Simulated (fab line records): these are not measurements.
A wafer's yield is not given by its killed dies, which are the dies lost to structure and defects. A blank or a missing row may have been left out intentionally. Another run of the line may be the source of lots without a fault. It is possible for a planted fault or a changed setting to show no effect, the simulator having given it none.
Which of the tools did it? + flow n5Finfet + 11 lots with 29 wafers sampled at 3 steps, on a route of 1938 steps

## WHAT EACH GAUGE READ, for each wafer
N5_BEOL_M5_OVL_MEAS_29. Usual: V4_OVL gives 0.2 nm (standard deviation 0.62).
| lot  | measured     | on         | V4_OVL (nm)    | flag |
|------|--------------|------------|----------------|------|
| L398 | day 8 00:55  | overlay-02 | 0.7 0.1 -0.1   |      |
| L399 | day 8 08:49  | overlay-01 | 1.6 0.0        |      |
| L400 | day 8 08:54  | overlay-01 | -0.1 -1.0      |      |
| L403 | day 9 06:52  | overlay-02 | 0.0 0.9 -0.5   |      |
| L404 | day 9 14:07  | overlay-02 | 1.1 1.0 0.4    |      |
| L411 | day 11 11:47 | overlay-02 | 0.8 -0.7       |      |
| L414 | day 11 22:11 | overlay-02 | 0.2 -0.2       |      |
| L417 | day 13 07:49 | overlay-02 | 1.3 1.1 1.8    |      |
| L419 | day 13 11:56 | overlay-02 | 0.3 0.8 -0.7   |      |
| L420 | day 13 23:16 | overlay-02 | -0.4 -0.8 -0.1 |      |
| L421 | day 14 01:06 | overlay-01 | 0.2 -0.2 0.8   |      |

## WHAT TOOL EACH LOT RAN ON (gives the tool, then ch and the chambers of the sampled wafers, and finally the start)
| lot  | N5_BEOL_M5_ETCH_61                | N5_BEOL_M5_ETCH_62                |
|------|-----------------------------------|-----------------------------------|
| L398 | rieDiel-01 ch 0,2, day 7 20:47    | rieDiel-01 ch 0,2, day 7 20:49    |
| L399 | rieDiel-01 ch 1,2, day 8 07:11    | rieDiel-01 ch 1,2, day 8 07:13    |
| L400 | rieDiel-01 ch 2,3, day 8 08:11    | rieDiel-01 ch 2,3, day 8 08:13    |
| L403 | rieDiel-02 ch 0,1,3, day 9 05:56  | rieDiel-02 ch 0,1,3, day 9 05:58  |
| L404 | rieDiel-01 ch 1,2, day 9 13:23    | rieDiel-01 ch 1,2, day 9 13:25    |
| L411 | rieDiel-03 ch 0,2, day 11 10:55   | rieDiel-03 ch 0,2, day 11 10:57   |
| L414 | rieDiel-03 ch 2,3, day 11 18:26   | rieDiel-03 ch 2,3, day 11 18:27   |
| L417 | rieDiel-03 ch 0,2,3, day 13 07:02 | rieDiel-03 ch 0,2,3, day 13 07:04 |
| L419 | rieDiel-01 ch 0,1,3, day 13 09:09 | rieDiel-01 ch 0,1,3, day 13 09:10 |
| L420 | rieDiel-03 ch 1,3, day 13 22:11   | rieDiel-03 ch 1,3, day 13 22:12   |
| L421 | rieDiel-03 ch 0,1,3, day 13 23:05 | rieDiel-03 ch 0,1,3, day 13 23:06 |
- N5_BEOL_M5_ETCH_61: etches SiARC in CF4, target depth 15.6 nm, time 26 s.
- N5_BEOL_M5_ETCH_62: etches SOC in N2/H2, target depth 75 nm, overetch 15 nm, time 112.5 s.

## AS READ BY THE TOOLS THEMSELVES (means over the sampled wafers that have a number; for cases with no such wafer, the mark the record gives instead)
N5_BEOL_M5_ETCH_61. Usual: drypumpMotorCurrentA 5.7 A, standard deviation 0.35; etchRfOnTimeS 26.0 s, standard deviation 1.1; oesProductAu 0.65 a.u., standard deviation 0.074; rfVppV 184.0 V, standard deviation 1.2; showerheadPlenumPTorr 2.13 Torr, standard deviation 0.062; throttleValvePct 15.70 %, standard deviation 0.24.
| lot  | tool       | drypumpMotorCurrentA (A) | etchRfOnTimeS (s) | oesProductAu (a.u.) | rfVppV (V) | showerheadPlenumPTorr (Torr) | throttleValvePct (%) | flag |
|------|------------|--------------------------|-------------------|---------------------|------------|------------------------------|----------------------|------|
| L398 | rieDiel-01 | 5.8                      | 25.1              | 0.63                | 183.2      | 2.10                         | 15.61                |      |
| L399 | rieDiel-01 | 5.8                      | 25.5              | 0.65                | 184.3      | 2.10                         | 15.75                |      |
| L400 | rieDiel-01 | 5.8                      | 27.0              | 0.63                | 183.4      | 2.10                         | 15.68                |      |
| L403 | rieDiel-02 | 5.8                      | 26.1              | 0.70                | 184.2      | 2.13                         | 15.57                |      |
| L404 | rieDiel-01 | 5.7                      | 25.2              | 0.64                | 183.3      | 2.11                         | 15.81                |      |
| L411 | rieDiel-03 | 5.8                      | 26.1              | 0.71                | 184.6      | 2.22                         | 15.59                |      |
| L414 | rieDiel-03 | 5.8                      | 24.8              | 0.73                | 184.2      | 2.14                         | 15.61                |      |
| L417 | rieDiel-03 | 5.8                      | 25.8              | 0.67                | 184.7      | 2.16                         | 15.65                |      |
| L419 | rieDiel-01 | 5.5                      | 26.2              | 0.68                | 184.7      | 2.12                         | 15.64                |      |
| L420 | rieDiel-03 | 5.9                      | 25.5              | 0.61                | 183.5      | 2.09                         | 15.84                |      |
| L421 | rieDiel-03 | 5.9                      | 26.2              | 0.61                | 183.7      | 2.15                         | 15.83                |      |

N5_BEOL_M5_ETCH_62. Usual: drypumpMotorCurrentA 5.7 A, standard deviation 0.35; oesProductAu 0.60 a.u., standard deviation 0.062; rfVppV 523.6 V, standard deviation 2.4; showerheadPlenumPTorr 2.53 Torr, standard deviation 0.082; tempC 40.00 C, standard deviation 0.11; throttleValvePct 17.86 %, standard deviation 0.29.
| lot  | tool       | drypumpMotorCurrentA (A) | oesProductAu (a.u.) | rfVppV (V) | showerheadPlenumPTorr (Torr) | tempC (C) | throttleValvePct (%) | flag |
|------|------------|--------------------------|---------------------|------------|------------------------------|-----------|----------------------|------|
| L398 | rieDiel-01 | 5.9                      | 0.57                | 522.8      | 2.49                         | 40.03     | 17.78                |      |
| L399 | rieDiel-01 | 5.9                      | 0.59                | 522.4      | 2.49                         | 39.96     | 17.95                |      |
| L400 | rieDiel-01 | 5.9                      | 0.60                | 521.9      | 2.50                         | 40.00     | 17.94                |      |
| L403 | rieDiel-02 | 5.8                      | 0.65                | 523.4      | 2.53                         | 40.11     | 17.81                |      |
| L404 | rieDiel-01 | 5.7                      | 0.58                | 522.5      | 2.49                         | 39.97     | 17.97                |      |
| L411 | rieDiel-03 | 5.8                      | 0.66                | 528.0      | 2.66                         | 40.03     | 17.76                |      |
| L414 | rieDiel-03 | 5.9                      | 0.66                | 524.2      | 2.54                         | 40.05     | 17.69                |      |
| L417 | rieDiel-03 | 5.8                      | 0.62                | 524.2      | 2.56                         | 40.05     | 17.75                |      |
| L419 | rieDiel-01 | 5.6                      | 0.63                | 523.1      | 2.51                         | 39.95     | 17.70                |      |
| L420 | rieDiel-03 | 5.9                      | 0.57                | 522.6      | 2.46                         | 40.00     | 17.87                |      |
| L421 | rieDiel-03 | 5.9                      | 0.56                | 523.6      | 2.54                         | 40.02     | 17.93                |      |

## THE ANSWER, worked out from the rows above alone
Rule: take the mean of a lot's wafers that have a number; if it is more than 3 standard deviations from the usual mean, the lot is off. Also off: a lot with no number at a reading for which 4 or more lots have one. The other lots that the step has rows for count as sound. The gauges are gone through in route order, then the tools' own readings, and for those a lot's mean is taken as printed above. The first step at which some lot is off is used, and at that step the reading that is off furthest; a lot without a number counts as furthest.
Nothing can be told from this: no lot is off at any reading shown.

## WHAT HAD BEEN PUT IN BY THE SIMULATOR
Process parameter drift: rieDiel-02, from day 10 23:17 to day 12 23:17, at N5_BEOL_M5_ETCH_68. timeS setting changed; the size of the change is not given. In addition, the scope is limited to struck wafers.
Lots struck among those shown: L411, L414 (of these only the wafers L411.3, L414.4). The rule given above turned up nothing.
